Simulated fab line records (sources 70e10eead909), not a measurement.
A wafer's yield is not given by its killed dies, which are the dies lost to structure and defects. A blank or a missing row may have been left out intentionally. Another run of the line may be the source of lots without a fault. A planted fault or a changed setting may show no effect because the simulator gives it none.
fab line records	flow nandHarc
[record] lots = 5	wafers = 15	lastDay = 35
route steps=1302 shown A_WL_FILL@965 END@1302
lots untouched by any fault: they come from a run of this same line in which no faults occurred
startH: hours from the record's first day to the start of the lot's first wafer shown	waitH: hours from the lot's prior step to this one	" repeats the value in the row above	L1.1+2: a single row standing in for several wafers	- value missing, or start not given	* or withheld: withheld	< > ~ a bound
route shown NAME@n: names a module that has steps shown in the file, with the first one's number in the route	usual: mean and standard deviation over wafers with no fault	same: alike in all rows	chamber/n: place in a boat	sites: per-site readings	_std_site: their standard deviation	_edge_site: outer sites' mean less inner sites'	radiusMm: for every site, how far away it sits from the centre of the wafer	mask NAME#n: copy n	behind: the tool/chamber that last shaped the wafer	hold: why the lot was held/for how many hours/how that ended	device: whichever transistor did not switch (one of n, p or np)	end of line: the tests these same wafers got at the end of their route	where a step has no rows: the recipe by itself	killed: at the first sort, the dies lost to defects and structure; wafer yield is something else	map: a wafer's dies, marking killed ones x, the rest . and places with no die _
set.NAME: the setting the step ran with; set.NAME@STEP: the setting that earlier step ran with	model.NAME: the simulator's own value behind a step, which no gauge read
lots seen at some steps along the route; tables by step, rows by wafer
services: a tool's chamber out of use, with start hour (startH, from the record's first day; less than 0 if before it), hours out, and reason
[[steps]]
[step NHARC_A_WL_FILL_ALD_10]
[recipe] targetThkA = 500	pulseTimeS = 10	aldCycles = 500	tempC = 300	material = SiO2
[usual] heaterPowerW = 470/47	precursorPulseHeightRel = 1.001/0.021
lot.wafer	tool	chamber	startH	waitH	heaterPowerW	precursorPulseHeightRel
L412.3	aldHk-01	1	497.27	0.1	571	0.995
L412.5	"	1	499.35	2.1	568	0.989
L412.6	"	2	"	"	440	1.031
L409.2	aldHk-03	0	505.65	1.6	424	0.979
L409.6	"	1	"	"	512	1.008
L409.5	"	2	"	"	524	1.006
L424.1	aldHk-04	3	644.94	0.4	462	1.009
L424.2	"	0	"	"	493	0.980
L424.5	"	0	647.52	3.0	496	1.015
L428.3	aldHk-01	3	709.91	0.1	426	1.039
L428.4	"	1	710.94	1.1	562	1.018
L428.6	"	3	711.97	2.1	428	0.977
L430.1	aldHk-01	2	718.29	0.1	416	1.012
L430.4	"	0	719.32	1.1	433	1.013
L430.6	"	3	720.87	2.6	427	0.977
[step NHARC_A_WL_FILL_ETCHBACK_16]
[recipe] targetDepthA = 1200	timeS = 24	c4f8FlowSccm = withheld	o2FlowSccm = 8	arFlowSccm = withheld	rfW = 600	biasW = 800	chemistry = C4F8/O2/Ar
[step NHARC_A_WL_FILL_STRIP_29]
[recipe] timeS = 20	o2FlowSccm = 500	arFlowSccm = 0	biasW = 0	chemistry = O2
[usual] drypumpMotorCurrentA = 5.6/0.49	oesProductAu = 0.998/0.0084	rfVppV = 57.7/0.86	showerheadPlenumPTorr = 3.48/0.13	throttleValvePct = 17.038/0.0095
lot.wafer	tool	chamber	startH	waitH	drypumpMotorCurrentA	oesProductAu	rfHoursCounterH	rfVppV	showerheadPlenumPTorr	throttleValvePct
L412.3	rieDiel-06	3	502.05	0.1	6.1	0.989	0.1	57.0	3.45	17.037
L412.6	"	3	"	"	6.1	0.993	-	57.4	3.45	17.046
L412.5	"	0	"	"	5.0	0.999	-	58.5	3.79	17.031
L409.2	rieDiel-11	2	508.81	0.1	4.9	0.997	2.3	57.2	3.35	17.049
L409.6	"	2	"	"	4.9	0.996	-	58.2	3.35	17.022
L409.5	"	3	"	"	6.2	0.991	-	57.4	3.38	17.011
L424.2	rieDiel-11	0	649.69	0.1	6.1	1.007	2.5	58.1	3.39	17.043
L424.1	"	1	"	"	5.3	1.002	2.2	58.6	3.71	17.030
L424.5	"	1	"	"	5.3	1.005	-	58.7	3.71	17.044
L428.3	rieDiel-06	1	714.65	0.1	5.5	1.001	1.0	58.0	3.42	17.020
L428.4	"	2	"	"	5.4	1.002	1.0	58.9	3.47	17.024
L428.6	"	0	"	"	5.1	0.995	-	58.1	3.78	17.041
L430.4	rieDiel-03	1	723.04	0.1	5.7	0.979	2.6	56.3	3.58	17.040
L430.1	"	2	"	"	5.0	0.988	2.8	57.0	3.39	17.036
L430.6	"	0	"	"	6.0	0.990	-	56.9	3.47	17.015
[step NHARC_A_WL_FILL_ETCHBACK_17]
[recipe] targetDepthA = 40	timeS = 26.7	chemistry = Cl2/BCl3
[step NHARC_A_WL_FILL_PRECLEAN_18]
[recipe] timeS = 30	chemistry = dHF
[step NHARC_A_WL_FILL_SRD_21]
[step NHARC_A_WL_FILL_CVD_23]
[recipe] targetThkA = 400	tempC = 620	pressureMtorr = 200	timeS = 800	material = poly-Si
[step NHARC_A_WL_FILL_ETCHBACK_26]
[recipe] targetDepthA = 520	timeS = 13.3	hbrFlowSccm = 150	rfW = 350	icpW = 350	biasW = 60	chemistry = HBr
[usual] drypumpMotorCurrentA = 5.8/0.42	oesProductAu = 0.999/0.0084	throttleValvePct = 23.266/0.0093
lot.wafer	tool	chamber	startH	waitH	drypumpMotorCurrentA	oesProductAu	rfHoursCounterH	throttleValvePct
L412.3	rieSi-04	1	507.23	0.4	6.1	1.004	1.1	23.274
L412.6	"	0	"	"	5.1	1.014	-	23.266
L412.5	"	1	"	"	6.1	1.014	-	23.253
L409.2	rieSi-01	3	514.20	0.4	6.6	0.996	1.1	23.281
L409.6	"	3	"	"	6.6	0.993	-	23.277
L409.5	"	0	"	"	6.1	0.991	-	23.274
L424.2	rieSi-04	0	654.90	0.4	5.1	1.012	0.8	23.261
L424.1	"	3	"	"	6.0	1.003	0.8	23.267
L424.5	"	0	"	"	5.1	1.003	-	23.264
L428.3	rieSi-01	1	719.84	0.4	5.3	0.988	1.1	23.253
L428.4	"	0	"	"	6.2	0.999	1.1	23.264
L428.6	"	2	"	"	5.5	0.989	-	23.269
L430.4	rieSi-04	3	728.24	0.4	6.0	1.002	0.1	23.268
L430.1	"	0	"	"	5.1	1.009	0.2	23.264
L430.6	"	1	"	"	6.1	1.003	-	23.255
[step NHARC_A_WL_FILL_PRECLEAN_30]
[recipe] timeS = 10	chemistry = dHF
[step NHARC_A_WL_FILL_SRD_14]
[step NHARC_A_WL_FILL_ALD_19]
[recipe] targetThkA = 20	pulseTimeS = 3	aldCycles = 100	tempC = 450	material = TiN
[usual] heaterPowerW = 1123/110	precursorPulseHeightRel = 1.000/0.018
lot.wafer	tool	chamber	startH	waitH	heaterPowerW	precursorPulseHeightRel
L412.3	aldMetal-02	3	507.55	0.2	1274	1.015
L412.5	"	0	"	"	1231	0.978
L412.6	"	1	"	"	1029	1.031
L409.2	aldMetal-04	1	514.51	0.1	991	0.981
L409.6	"	3	"	"	1064	0.991
L409.5	"	0	"	"	1129	1.011
L424.2	aldMetal-02	2	655.22	0.1	1011	0.978
L424.1	"	3	"	"	1324	1.000
L424.5	"	2	"	"	1004	0.991
L428.4	aldMetal-02	3	720.11	0.1	1298	1.031
L428.3	"	1	"	"	1022	0.973
L428.6	"	0	"	"	1259	1.001
L430.4	aldMetal-04	0	728.53	0.1	1193	0.979
L430.1	"	1	"	"	961	1.015
L430.6	"	2	"	"	1065	0.985
[step NHARC_A_WL_FILL_CVD_20]
[recipe] targetThkA = 1000	tempC = 400	pressureTorr = 40	wf6FlowSccm = 40	h2FlowSccm = 1600	arFlowSccm = 1560	timeS = 74	material = W
[usual] heaterPowerW = 864/34	throttleValvePct = 7.94/0.18
lot.wafer	tool	chamber	startH	waitH	heaterPowerW	throttleValvePct
L412.3	cvdW-02	0	-	-	844	7.77
L412.6	"	0	"	"	846	7.65
L412.5	"	1	"	"	814	8.20
L409.2	cvdW-01	0	-	-	888	8.25
L409.6	"	0	"	"	871	8.20
L409.5	"	1	"	"	915	8.09
L424.1	cvdW-01	0	-	-	872	7.79
L424.2	"	1	"	"	898	8.15
L424.5	"	0	"	"	879	7.85
L428.4	cvdW-01	1	-	-	904	7.81
L428.3	"	0	"	"	880	7.99
L428.6	"	0	"	"	885	8.20
L430.1	cvdW-02	1	-	-	854	8.01
L430.4	"	1	"	"	856	7.83
L430.6	"	0	"	"	818	7.76
[step NHARC_A_WL_FILL_CMP_12]
[recipe] tOverpolishS = 30	targetThkNm = 100
[usual] motorCurrentA = 11.9/1.2	overpolishRunS = 30.001/0.0082	slurryFilterDpKPa = 13.50/0.14	timeToEndpointS = 20.5/1.9
lot.wafer	tool	chamber	startH	waitH	motorCurrentA	overpolishRunS	slurryFilterDpKPa	timeToEndpointS
L412.3	cmp-03	3	507.94	0.2	12.0	30.006	13.71	21.5
L412.5	"	0	"	"	10.7	30.005	13.55	14.5
L412.6	"	1	"	"	10.6	30.001	13.61	17.9
L409.2	cmp-01	0	514.90	0.2	13.9	30.002	13.50	18.4
L409.5	"	2	"	"	13.0	30.007	13.38	19.1
L409.6	"	3	"	"	11.9	29.992	13.51	17.9
L424.1	cmp-03	0	655.58	0.2	10.2	29.997	13.66	17.1
L424.2	"	1	"	"	10.6	29.997	13.45	11.9
L424.5	"	0	"	"	10.4	30.004	13.58	20.2
L428.4	cmp-04	2	720.51	0.1	12.1	30.014	13.30	22.3
L428.3	"	3	"	"	11.9	29.987	13.46	22.2
L428.6	"	2	"	"	11.8	30.014	13.51	20.7
L430.1	cmp-01	1	728.89	0.2	13.0	29.988	13.40	21.7
L430.4	"	2	"	"	13.1	29.995	13.27	21.0
L430.6	"	0	"	"	14.5	30.008	13.23	21.0
[step NHARC_END_SORT_01]
[recipe] tempC = 25
[usual] killedAtArray = 44/16	killedAtOther = 0.6/1.1	killedAtPeriphery = 3.9/2.6	killedDies = 48/16	killedOpen = 3.1/1.9	killedShort = 2.4/1.8
[same] grossDies = 677
lot.wafer	tool	chamber	startH	waitH	killedAtArray	killedAtOther	killedAtPeriphery	killedDies	killedOpen	killedShort
L409.2	prober-01	0	594.57	2.8	51	0	4	55	4	0
L409.5	prober-01	0	597.01	3.8	81	0	7	88	4	5
L409.6	prober-01	0	597.83	4.1	51	1	2	54	1	2
// killed by level:class
L409.2 A_CHANNEL_HOLE_D2:chamberFilmFlake=15 A_SLIT:chamberFilmFlake=15 A_CHANNEL_HOLE_D1:chamberFilmFlake=11 P_STI:chamberFilmFlake=3 A_CONTACT:chamberFilmFlake=3 A_CHANNEL_FILL_D1:chamberFilmFlake=2 A_ONON_D1:geometricParticle:open=1 A_CHANNEL_HOLE_D1:geometricParticle:open=1
L409.5 A_CHANNEL_HOLE_D1:chamberFilmFlake=28 A_CHANNEL_HOLE_D2:chamberFilmFlake=23 A_SLIT:chamberFilmFlake=15 P_ZERO_WELL:chamberFilmFlake=3 A_CONTACT:chamberFilmFlake=3 A_CHANNEL_FILL_D2:chamberFilmFlake=2 A_STAIRCASE:chamberFilmFlake=2 P_M0:geometricParticle:short=1
L409.6 A_CHANNEL_HOLE_D2:chamberFilmFlake=18 A_SLIT:chamberFilmFlake=16 A_CHANNEL_HOLE_D1:chamberFilmFlake=6 A_CONTACT:chamberFilmFlake=4 A_STAIRCASE:chamberFilmFlake=3 A_DECK1_JOINT:chamberFilmFlake=2 P_M0:geometricParticle:open=1 A_ONON_D1:geometricParticle:short=1
[[services]]
tool	chamber	startH	hours	kind
aldMetal-04	-	474.00	10.0	pm
aldHk-01	-	475.62	10.0	pm
rieSi-01	0	478.27	1.5	repair
cmp-01	-	479.57	4.0	pm
rieDiel-06	-	484.20	9.0	pm
cmp-01	-	487.39	1.8	repair
cmp-03	-	499.05	3.6	repair
rieDiel-06	0	504.02	19.2	repair
rieDiel-11	2	511.13	1.7	repair
rieSi-04	-	519.00	9.0	pm
cvdW-01	0	528.53	10.4	repair
cvdW-01	-	547.25	13.0	pm
aldMetal-02	-	563.35	0.4	repair
aldMetal-02	-	610.00	10.0	pm
rieSi-04	2	646.59	29.6	repair
aldHk-01	-	653.62	10.0	pm
cvdW-01	0	663.87	12.2	repair
aldMetal-02	0	670.10	3.8	repair
aldMetal-02	0	678.64	11.4	repair
cvdW-01	0	688.15	7.4	repair
rieSi-04	-	696.00	9.0	pm
rieSi-04	2	718.55	4.6	repair
aldMetal-02	1	728.20	6.1	repair
cvdW-01	-	728.25	13.0	pm
[[key]]
[firstSign] step = NHARC_A_WL_FILL_CMP_12	reading = timeToEndpointS	direction = down	sigmas = 4.6	usual = *	struck = *
effect none on later readings
metAt NHARC_A_WL_FILL_CMP_12
struckWafers L424.2
testerLeftOut L424
onsetBetween 507.94 655.58
[fault] kind = processParameterDrift	tool = cmp-03	chamber = 1	onsetH = 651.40	steps = NHARC_A_WL_FILL_CMP_12	channel = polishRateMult	offset = 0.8	shape = step	endH = 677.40
// testerLeftOut: of these lots the tester's yield and bins aren't shown, on N5 and GAA mostly nor the transistor test; their killed dies are dies lost to structure and defects alone, not to doping, threshold or leakage, so they don't give the yield
